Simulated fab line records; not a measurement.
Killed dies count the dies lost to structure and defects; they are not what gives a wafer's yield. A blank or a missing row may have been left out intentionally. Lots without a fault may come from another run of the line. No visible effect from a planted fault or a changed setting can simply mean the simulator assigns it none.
fab line records / flow n5Finfet
record lots=3 wafers=9 lastDay=16
route steps=1938 shown BEOL_M4@1048 PASSIVATION@1936
lots that met no fault: taken from a fault-free run of the same line
startH: hours from the record's opening day to when the first of the lot's shown wafers began / waitH: how many hours have passed since the lot's step before this one / " same as the row above / L1.1+2: a single row standing in for several wafers / - no value, or no start given / * or withheld: withheld / < > ~ a bound
route shown NAME@n: NAME is a module with steps in the file, n the number in the route of the first one / usual: mean and standard deviation over wafers with no fault / same: alike in all rows / chamber/n: place in a boat / sites: the reading at each site / _std_site: the standard deviation of these / _edge_site: the outer-site mean with the inner-site mean subtracted / radiusMm: how far each site lies from the wafer's centre / mask NAME#n: copy n / behind: the most recent tool/chamber to have shaped the wafer / hold: why the lot went on hold/how many hours it stayed there/how the hold came to an end / device: transistor that didn't switch, given as n, p or np / end of line: the same wafers' tests at the end of the route / for a step that has no rows: nothing shown but its recipe / killed: count of dies lost to structure and defects at first sort (not the wafer's yield) / map: a wafer's dies, marking killed ones x, the rest . and places with no die _
set.NAME: setting as actually run; set.NAME@STEP: the setting as run at that earlier step / model.NAME: the simulator's own value behind a step, which no gauge read
certain route steps with their lots: each step a table, each wafer a row
services: the hour from which a tool's chamber was out of use, counted from the record's first day as startH (under 0 if before that day), plus the number of hours and why
## steps
# step N5_BEOL_M4_COAT_68
# recipe resist=SiARC tempC=220 timeS=60 spinRpm=1500 resistThkNm=12
# step N5_BEOL_M4_COAT_76
# recipe resist=underlayer tempC=205 timeS=60 spinRpm=1500 resistThkNm=5
# step N5_BEOL_M4_COAT_22
# recipe resist=CAR-EUV spinRpm=1500 resistThkNm=30
# step N5_BEOL_M4_EBR_24
# recipe solvent=PGMEA ebrWidthMm=1.5
# step N5_BEOL_M4_SOFTBAKE_23
# recipe tempC=110 timeS=60 resist=CAR-EUV
# step N5_BEOL_M4_EXPOSE_25
# recipe maskId=V3 na=0.33 sourceShape=quasar sigmaInner=0.2 sigmaOuter=0.8 polarization=unpolarized defocusNm=5 doseMj=63
# step N5_BEOL_M4_PEB_26
# recipe pebTempC=100 pebTimeS=60 resist=CAR-EUV
# step N5_BEOL_M4_DEVELOP_27
# recipe developTimeS=30 developer=TMAH resist=CAR-EUV rinseLiquid=surfactantRinse dry=airSpin devTempC=23
# step N5_BEOL_M4_DESCUM_33
# recipe chemistry=O2 timeS=7 sourcePowerW=50 biasPowerW=20 pressureMtorr=20 rfFrequencyHz=2.712e+07 tempC=40 resist=CAR-EUV o2FlowSccm=225
# step N5_BEOL_M4_ETCH_77
# recipe chemistry=N2/H2 target=underlayer targetDepthA=65 maskMaterial=CAR-EUV timeS=5.2 ionEnergyEv=200 pressureMtorr=30 sourceW=840 biasW=150 n2FlowSccm=200 h2FlowSccm=200 ends=cleared
# usual biasW=150.0/0.44 drypumpMotorCurrentA=5.6/0.42 etchRfOnTimeS=5.21/0.16 n2FlowSccm=200.1/0.6 oesProductAu=0.69/0.075 rfFwdPowerW=819.5/2.2 rfVppV=525/3.1 showerheadPlenumPTorr=2.57/0.098 throttleValvePct=17.8/0.38
lot.wafer=L396.2 tool=rieDiel-05 chamber=3 startH=155.80 waitH=0.0 biasW=150.1 drypumpMotorCurrentA=6.3 etchRfOnTimeS=5.14 n2FlowSccm=199.4 oesProductAu=0.80 rfFwdPowerW=816.9 rfHoursCounterH=15 rfVppV=523 showerheadPlenumPTorr=2.46 throttleValvePct=17.1
lot.wafer=L396.3 tool=rieDiel-05 chamber=2 startH=155.80 waitH=0.0 biasW=150.5 drypumpMotorCurrentA=5.8 etchRfOnTimeS=5.22 n2FlowSccm=200.3 oesProductAu=0.58 rfFwdPowerW=820.0 rfHoursCounterH=223 rfVppV=523 showerheadPlenumPTorr=2.49 throttleValvePct=17.9
lot.wafer=L396.4 tool=rieDiel-05 chamber=1 startH=155.80 waitH=0.0 biasW=150.8 drypumpMotorCurrentA=5.6 etchRfOnTimeS=5.19 n2FlowSccm=199.9 oesProductAu=0.69 rfFwdPowerW=821.2 rfHoursCounterH=108 rfVppV=522 showerheadPlenumPTorr=2.44 throttleValvePct=17.8
lot.wafer=L399.2 tool=rieDiel-01 chamber=1 startH=181.06 waitH=0.0 biasW=149.6 drypumpMotorCurrentA=5.0 etchRfOnTimeS=5.19 n2FlowSccm=198.9 oesProductAu=0.58 rfFwdPowerW=817.9 rfHoursCounterH=225 rfVppV=526 showerheadPlenumPTorr=2.63 throttleValvePct=18.5
lot.wafer=L399.3 tool=rieDiel-01 chamber=0 startH=181.06 waitH=0.0 biasW=149.7 drypumpMotorCurrentA=5.8 etchRfOnTimeS=5.15 n2FlowSccm=199.4 oesProductAu=0.80 rfFwdPowerW=817.0 rfHoursCounterH=11 rfVppV=524 showerheadPlenumPTorr=2.59 throttleValvePct=17.8
lot.wafer=L399.6 tool=rieDiel-01 chamber=0 startH=181.06 waitH=0.0 biasW=150.1 drypumpMotorCurrentA=5.8 etchRfOnTimeS=5.21 n2FlowSccm=199.9 oesProductAu=0.80 rfFwdPowerW=818.6 rfHoursCounterH=- rfVppV=526 showerheadPlenumPTorr=2.59 throttleValvePct=17.8
lot.wafer=L412.1 tool=rieDiel-05 chamber=3 startH=254.04 waitH=0.0 biasW=149.9 drypumpMotorCurrentA=6.3 etchRfOnTimeS=5.30 n2FlowSccm=199.8 oesProductAu=0.72 rfFwdPowerW=820.3 rfHoursCounterH=50 rfVppV=524 showerheadPlenumPTorr=2.45 throttleValvePct=17.2
lot.wafer=L412.3 tool=rieDiel-05 chamber=1 startH=254.04 waitH=0.0 biasW=150.2 drypumpMotorCurrentA=5.6 etchRfOnTimeS=5.25 n2FlowSccm=200.1 oesProductAu=0.67 rfFwdPowerW=822.8 rfHoursCounterH=143 rfVppV=521 showerheadPlenumPTorr=2.43 throttleValvePct=17.9
lot.wafer=L412.4 tool=rieDiel-05 chamber=1 startH=254.04 waitH=0.0 biasW=150.7 drypumpMotorCurrentA=5.6 etchRfOnTimeS=5.26 n2FlowSccm=199.4 oesProductAu=0.65 rfFwdPowerW=816.0 rfHoursCounterH=- rfVppV=523 showerheadPlenumPTorr=2.43 throttleValvePct=17.9
# step N5_BEOL_M4_ETCH_69
# recipe chemistry=CF4 target=SiARC targetDepthA=156 maskMaterial=CAR-EUV timeS=26 ionEnergyEv=80 pressureMtorr=40 sourceW=545 biasW=36 Ar_flow_sccm=100 cf4FlowSccm=100 ends=cleared
# step N5_BEOL_M4_ALD_98
# recipe material=SiO2 targetThkA=25 tempC=100 aldPrecursorFamily=BDEAS aldCoReactant=O2-plasma pulseTimeS=1 coReactantPulseTimeS=1 purgeTimeS=2 coReactantPurgeTimeS=2 aldCycles=17 pressureTorr=2
# step N5_BEOL_M4_ETCHBACK_99
# recipe chemistry=CHF3 target=SiO2 targetDepthA=50 timeS=10.4 sourceW=215 biasW=47 Ar_flow_sccm=200 CHF3_flow_sccm=12 ionEnergyEv=100 pressureMtorr=30
# step N5_BEOL_M4_ETCH_70
# recipe chemistry=N2/H2 target=SOC targetDepthA=800 overetchA=240 maskMaterial=SiARC tempC=40 timeS=130 ionEnergyEv=200 pressureMtorr=30 sourceW=840 biasW=150 n2FlowSccm=200 h2FlowSccm=200
# step N5_BEOL_M4_STRIP_71
# recipe chemistry=N2/H2 tempC=40 n2FlowSccm=200 h2FlowSccm=200 rfFrequencyHz=6e+07
# step N5_BEOL_M4_STRIP_78
# recipe chemistry=N2/H2 tempC=40 n2FlowSccm=200 h2FlowSccm=200 rfFrequencyHz=6e+07
# step N5_BEOL_M4_VIA_ETCH_34
# recipe chemistry=C4F6/O2 targetDepthA=694 maskMaterial=SOC pressureMtorr=15 ionEnergyEv=250 taperDeg=4 timeS=65.9 sourceW=350 biasW=170 Ar_flow_sccm=300 C4F6_flow_sccm=10 O2_flow_sccm=10
# step N5_BEOL_M4_STRIP_83
# recipe chemistry=C4F6/O2 resist=SiARC rfFrequencyHz=6e+07
# step N5_BEOL_M4_STRIP_36
# recipe chemistry=N2/H2 powerW=450 tempC=40 pressureMtorr=20 rfFrequencyHz=6e+07 overashFraction=0.3 biasPowerW=7 h2Frac=0.5 n2FlowSccm=200 h2FlowSccm=200
# step N5_BEOL_M4_TRENCH_ETCH_37
# recipe chemistry=C4F6/O2 targetDepthA=555.55 target=SiOC timeS=29.2 ionEnergyEv=250 pressureMtorr=30 sourceW=355 biasW=185 Ar_flow_sccm=300 C4F6_flow_sccm=10 O2_flow_sccm=10
# step N5_BEOL_M4_ETCH_41
# recipe chemistry=CH3F/O2 target=SiCN targetDepthA=299 taperDeg=2 timeS=52.5 ionEnergyEv=120 maskMaterial=TiN pressureMtorr=30 sourceW=395 biasW=75 Ar_flow_sccm=150 CH3F_flow_sccm=30 O2_flow_sccm=20
# step N5_BEOL_M4_STRIP_97
# recipe chemistry=N2/H2 timeS=10 powerW=450 tempC=40 pressureMtorr=20 rfFrequencyHz=6e+07 biasPowerW=7 n2FlowSccm=200 h2FlowSccm=200
# step N5_BEOL_M4_HM_STRIP_39
# recipe chemistry=peroxideTinStrip material=TiN targetDepthA=250 tempC=50 timeS=158
# step N5_BEOL_M4_SRD_40
# recipe timeS=30 tempC=23 rinseLiquid=diw dry=ipaMarangoni
# step N5_BEOL_M4_PRECLEAN_42
# recipe chemistry=residueRemover timeS=60 tempC=40
# step N5_BEOL_M4_SRD_43
# recipe timeS=30 tempC=23 rinseLiquid=diw dry=ipaMarangoni
# step N5_BEOL_M4_DEGAS_44
# recipe ambient=vacuum tempC=250 timeS=60
# step N5_BEOL_M4_PRE_CLEAN_45
# recipe gas=H2/He timeS=30 tempC=250
# step N5_BEOL_M4_ALD_84
# recipe material=TaN targetThkA=* tempC=275 aldPrecursorFamily=PDMAT aldCoReactant=NH3 pressureTorr=3 carrierFlowSccm=1500 pulseTimeS=2 purgeTimeS=3 coReactantPurgeTimeS=2 coReactantPulseTimeS=3 aldCycles=30 precursorVesselTempC=75 precursorVesselPressureTorr=26.25 precursorVesselCarrierSccm=1000
# step N5_BEOL_M4_SURFACE_TREAT_85
# recipe gas=Ar timeS=* ionEnergyEv=* ionCurrentMaCm2=0.5 pressureMtorr=* arFlowSccm=30
# step N5_BEOL_M4_CVD_47
# recipe material=Co targetThkA=30 tempC=withheld precursor=CCTBA/H2 pressureTorr=30 timeS=223.8
# step N5_BEOL_M4_SPUTTER_48
# recipe material=Cu targetThkA=45 tempC=-20 chamberPressurePa=0.07 powerW=withheld timeS=8.29
# step N5_BEOL_M4_ANNEAL_49
# recipe tempC=400 timeS=240 ambient=vacuum
# step N5_BEOL_M4_SPUTTER_79
# recipe material=Cu targetThkA=45 tempC=-20 chamberPressurePa=0.07 powerW=withheld timeS=8.29
# step N5_BEOL_M4_ANNEAL_80
# recipe tempC=400 timeS=240 ambient=vacuum
# step N5_BEOL_M4_SPUTTER_81
# recipe material=Cu targetThkA=45 tempC=-20 chamberPressurePa=0.07 powerW=withheld timeS=8.29
# step N5_BEOL_M4_ANNEAL_82
# recipe tempC=400 timeS=240 ambient=vacuum
# step N5_PASSIVATION_PROBE_49
# usual defectLimitedYield=91.0/1.4 killed_at_M0_to_M3=35/10 killed_at_M4_up=14/5.5 killedAtContacts=13/5.6 killedAtFrontEnd=41/11 killedAtOther=4/3.4 killedDies=106/16 killedOpen=68/12 killedShort=35/7.3 sort_bin_4_leakage=0.3/2.1 sort_bin_5_function=5.3/0.89 sort_bin_6_memory=3.4/0.67 sortNPass=1070/28 sortYieldPct=90.7/2.4
# same grossDies=1180 killedAtBackSide=0 sort_bin_8_speed[%]=0
lot.wafer=L396.2 tool=prober-02 chamber=- startH=269.80 waitH=0.1 defectLimitedYield[%]=90.5 killed_at_M0_to_M3=37 killed_at_M4_up=16 killedAtContacts=10 killedAtFrontEnd=47 killedAtOther=2 killedDies=112 killedOpen=69 killedShort=34 sort_bin_4_leakage[%]=0 sort_bin_5_function[%]=5.9 sort_bin_6_memory[%]=3.2 sortNPass=1068 sortYieldPct[%]=90.5
lot.wafer=L396.3 tool=prober-02 chamber=- startH=269.85 waitH=0.1 defectLimitedYield[%]=90.6 killed_at_M0_to_M3=32 killed_at_M4_up=26 killedAtContacts=11 killedAtFrontEnd=33 killedAtOther=9 killedDies=111 killedOpen=73 killedShort=36 sort_bin_4_leakage[%]=0 sort_bin_5_function[%]=5.3 sort_bin_6_memory[%]=3.8 sortNPass=1069 sortYieldPct[%]=90.6
lot.wafer=L396.4 tool=prober-02 chamber=- startH=269.90 waitH=0.2 defectLimitedYield[%]=91.3 killed_at_M0_to_M3=41 killed_at_M4_up=17 killedAtContacts=10 killedAtFrontEnd=33 killedAtOther=2 killedDies=103 killedOpen=58 killedShort=38 sort_bin_4_leakage[%]=0.2 sort_bin_5_function[%]=5.8 sort_bin_6_memory[%]=2.6 sortNPass=1075 sortYieldPct[%]=91.1
lot.wafer=L399.2 tool=prober-01 chamber=- startH=301.47 waitH=0.1 defectLimitedYield[%]=92.0 killed_at_M0_to_M3=40 killed_at_M4_up=13 killedAtContacts=6 killedAtFrontEnd=27 killedAtOther=8 killedDies=94 killedOpen=58 killedShort=30 sort_bin_4_leakage[%]=0 sort_bin_5_function[%]=4.8 sort_bin_6_memory[%]=2.8 sortNPass=1086 sortYieldPct[%]=92.0
lot.wafer=L399.3 tool=prober-01 chamber=- startH=301.52 waitH=0.1 defectLimitedYield[%]=91.4 killed_at_M0_to_M3=23 killed_at_M4_up=14 killedAtContacts=9 killedAtFrontEnd=46 killedAtOther=9 killedDies=101 killedOpen=51 killedShort=42 sort_bin_4_leakage[%]=0 sort_bin_5_function[%]=4.8 sort_bin_6_memory[%]=3.3 sortNPass=1079 sortYieldPct[%]=91.4
lot.wafer=L399.6 tool=prober-01 chamber=- startH=301.67 waitH=0.3 defectLimitedYield[%]=90.4 killed_at_M0_to_M3=37 killed_at_M4_up=13 killedAtContacts=15 killedAtFrontEnd=41 killedAtOther=7 killedDies=113 killedOpen=76 killedShort=33 sort_bin_4_leakage[%]=0 sort_bin_5_function[%]=5.7 sort_bin_6_memory[%]=3.6 sortNPass=1067 sortYieldPct[%]=90.4
lot.wafer=L412.1 tool=prober-02 chamber=- startH=380.56 waitH=0.0 defectLimitedYield[%]=79.2 killed_at_M0_to_M3=40 killed_at_M4_up=140 killedAtContacts=28 killedAtFrontEnd=37 killedAtOther=1 killedDies=246 killedOpen=81 killedShort=32 sort_bin_4_leakage[%]=0 sort_bin_5_function[%]=12.5 sort_bin_6_memory[%]=4.4 sortNPass=934 sortYieldPct[%]=79.2
lot.wafer=L412.3 tool=prober-02 chamber=- startH=380.66 waitH=0.1 defectLimitedYield[%]=88.0 killed_at_M0_to_M3=49 killed_at_M4_up=5 killedAtContacts=29 killedAtFrontEnd=54 killedAtOther=5 killedDies=142 killedOpen=93 killedShort=42 sort_bin_4_leakage[%]=0 sort_bin_5_function[%]=6.2 sort_bin_6_memory[%]=5.3 sortNPass=1038 sortYieldPct[%]=88.0
lot.wafer=L412.4 tool=prober-02 chamber=- startH=380.71 waitH=0.2 defectLimitedYield[%]=91.2 killed_at_M0_to_M3=35 killed_at_M4_up=10 killedAtContacts=18 killedAtFrontEnd=30 killedAtOther=11 killedDies=104 killedOpen=64 killedShort=35 sort_bin_4_leakage[%]=0.2 sort_bin_5_function[%]=4.9 sort_bin_6_memory[%]=3.6 sortNPass=1074 sortYieldPct[%]=91.0
# killed by level:class
L396.2 STI_FIN_REVEAL:geometricParticle:open=13 BEOL_M3:geometricParticle:open=11 BEOL_M4:geometricParticle:open=10 BEOL_M0_SAQP:geometricParticle:short=9 MOL_CONTACT_COAG:geometricParticle:open=7 FIN_SAQP:geometricParticle:short=6 GATE_CUT:geometricParticle:open=6 GATE_CUT:geometricParticle:short=5
L396.3 BEOL_M3:geometricParticle:open=15 STI_FIN_REVEAL:geometricParticle:open=12 BEOL_M4:geometricParticle:open=10 GATE_CUT:geometricParticle:short=7 MOL_CONTACT_COAG:geometricParticle:open=7 BEOL_M3:geometricParticle:short=5 PAD_METAL:geometricParticle:open=5 STI_FIN_REVEAL:geometricParticle:short=4
L396.4 BEOL_M3:geometricParticle:open=12 BEOL_M4:geometricParticle:open=10 STI_FIN_REVEAL:geometricParticle:open=8 MOL_CONTACT_COAG:geometricParticle:open=8 FIN_SAQP:geometricParticle:short=7 BEOL_M0_SAQP:geometricParticle:open=7 BEOL_M0_SAQP:geometricParticle:short=7 BEOL_M3:geometricParticle:short=6
L399.2 BEOL_M0_SAQP:geometricParticle:short=14 BEOL_M0_SAQP:geometricParticle:open=11 STI_FIN_REVEAL:geometricParticle:open=8 DUMMY_GATE:geometricParticle:open=8 BEOL_M2:geometricParticle:open=6 MOL_CONTACT_COAG:geometricParticle:open=5 PAD_METAL:geometricParticle:short=4 BEOL_M4:geometricParticle:open=4
L399.3 FIN_SAQP:geometricParticle:short=12 MOL_CONTACT_COAG:geometricParticle:open=8 STI_FIN_REVEAL:geometricParticle:open=7 BEOL_M0_SAQP:geometricParticle:short=7 DUMMY_GATE:geometricParticle:open=5 BEOL_M0_SAQP:geometricParticle:open=5 BEOL_M5:geometricParticle:open=5 BEOL_M1:geometricParticle:open=4
L399.6 STI_FIN_REVEAL:geometricParticle:open=15 MOL_CONTACT_COAG:geometricParticle:open=13 BEOL_M0_SAQP:geometricParticle:short=9 BEOL_M0_SAQP:geometricParticle:open=8 BEOL_M2:geometricParticle:open=6 BEOL_M3:geometricParticle:open=4 BEOL_M4:geometricParticle:open=4 ILD0:geometricParticle:short=3
L412.1 BEOL_M4:unspecified=129 MOL_CONTACT_COAG:geometricParticle:open=19 BEOL_M0_SAQP:geometricParticle:open=13 STI_FIN_REVEAL:geometricParticle:open=10 BEOL_M2:geometricParticle:open=10 MOL_CONTACT_COAG:geometricParticle:short=8 BEOL_M0_SAQP:geometricParticle:short=6 FIN_SAQP:geometricParticle:open=6
L412.3 MOL_CONTACT_COAG:geometricParticle:open=26 BEOL_M0_SAQP:geometricParticle:open=20 BEOL_M0_SAQP:geometricParticle:short=12 FIN_SAQP:geometricParticle:short=11 STI_FIN_REVEAL:geometricParticle:open=11 BEOL_M2:geometricParticle:open=9 FIN_SAQP:geometricParticle:open=7 GATE_CUT:geometricParticle:open=6
L412.4 MOL_CONTACT_COAG:geometricParticle:open=17 BEOL_M0_SAQP:geometricParticle:open=13 BEOL_M0_SAQP:geometricParticle:short=10 BEOL_M2:geometricParticle:open=7 FIN_SAQP:geometricParticle:short=5 STARTING-WAFER:geometricParticle:short=5 MIM_TOP_ETCH:geometricParticle:open=5 STI_FIN_REVEAL:geometricParticle:open=4
# map L412.1 (x killed, . not)
_________________............________________
______________......x..xx..x...._____________
___________.......x................__________
__________..x..........x.....x.....x_________
________................x............._______
_______.............x.x...........x..xx______
______..................x....xx......x.._____
_____...................x.x..............____
____.........x............................___
___.................x....x.............x...__
___x............x...xx..xx.................__
__xx......xx...........x.....x.............._
__......x................................x.._
_......................x............x....x...
_...x...x....................................
_x..............x....xx............x.........
_..x................x......x.x.........x.....
_...x.x........x....xx...x....x...........x..
_..........x........xx.x.xxxxx..x............
_......x..............xxxxxxxxxxx...x....xx..
_.x..x..........xxx.xx.xxxxxxxxx.x...........
__......x..x........xx.xxxxxxxxxxx.xx.....x._
__.xx.x........x...xxxxxxxxxxxxxxx.........._
___x...x..x..x....x...xxxxxxxxxxxxx........__
___........x......x.x.xxxxxxxxxxxx.x.......__
____......x.....xx..xxxxxxxxxxxxx.x..x....___
_____.x..............xxxxxxxxxxxx.xx.....____
______..x.x....x...x.xxxxxxxxxxxx......._____
_______.................xxxx..xx.....x.______
________...x...........x.xx..x........_______
__________.x.................x...x.._________
___________........x..........xx...__________
______________............x....x_____________
_________________.....x.x....________________
# map L396.2 (x killed, . not)
_________________..x.........________________
______________.................._____________
___________..x.............x...x...__________
__________..........x..............._________
________.............x..x.....x......._______
_______...x.x........................xx______
______.....x.......x...x...x..........x._____
_____...............................x....____
____.....x.x.......x................x.....___
___.....................xx.................__
___.....x..x.........x.......x.....x...x...__
__....x.x.........................x.......x._
__..........x........x........x......x......_
_...x...........x....x...x.x.................
_.............x.....x.......xx...............
_...................x....x..x................
_.....x...x..x...................x...........
_..........x......x........x....x............
_.....x...xx...x.......x.....................
_.........x....x...........x.................
_......x....................................x
__........x.........x.x....x................_
__..........x..............................._
___................x...x.....x....x........__
___x...................x..x................__
____...x..x......x.....................x..___
_____.......................x....x.x.....____
______........x......x.....x.x.........._____
_______..........x.....x...............______
________........x....................x_______
__________...x......x..x..xx......x._________
___________....xxx....x..x....x....__________
______________xxx..............._____________
_________________....xx......________________
## services
tool=rieDiel-01 chamber=0 startH=141.30 hours=- kind=clean
tool=rieDiel-01 chamber=0 startH=141.30 hours=- kind=consumableReplace:focusRing
tool=rieDiel-01 chamber=0 startH=141.30 hours=18.6 kind=scheduledDown
tool=rieDiel-01 chamber=0 startH=141.30 hours=18.6 kind=ventCycle
tool=rieDiel-01 chamber=2 startH=159.92 hours=- kind=clean
tool=rieDiel-01 chamber=2 startH=159.92 hours=- kind=consumableReplace:focusRing
tool=rieDiel-01 chamber=2 startH=159.92 hours=- kind=consumableReplace:showerhead
tool=rieDiel-01 chamber=2 startH=159.92 hours=23.7 kind=scheduledDown
tool=rieDiel-01 chamber=2 startH=159.92 hours=23.7 kind=ventCycle
tool=rieDiel-01 chamber=3 startH=233.35 hours=4.4 kind=repair
tool=rieDiel-05 chamber=2 startH=248.24 hours=5.7 kind=repair
## key
firstSign step=N5_PASSIVATION_PROBE_49 reading=killed_at_M4_up direction=up sigmas=23 usual=14 struck=140
effect step=N5_PASSIVATION_PROBE_49 reading=killedDies direction=up sigmas=8.6 usual=106 struck=246
moreKillsBornAt N5_BEOL_M4_ETCH_77@rieDiel-05=129
metAt N5_BEOL_M4_ETCH_77
struckWafers L412.1
onsetBetween 155.80 254.04
fault kind=chamberParticleSource tool=rieDiel-05 chamber=3 onsetH=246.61 steps=N5_BEOL_M4_ETCH_77 ratePerVisitCm2=1.2516
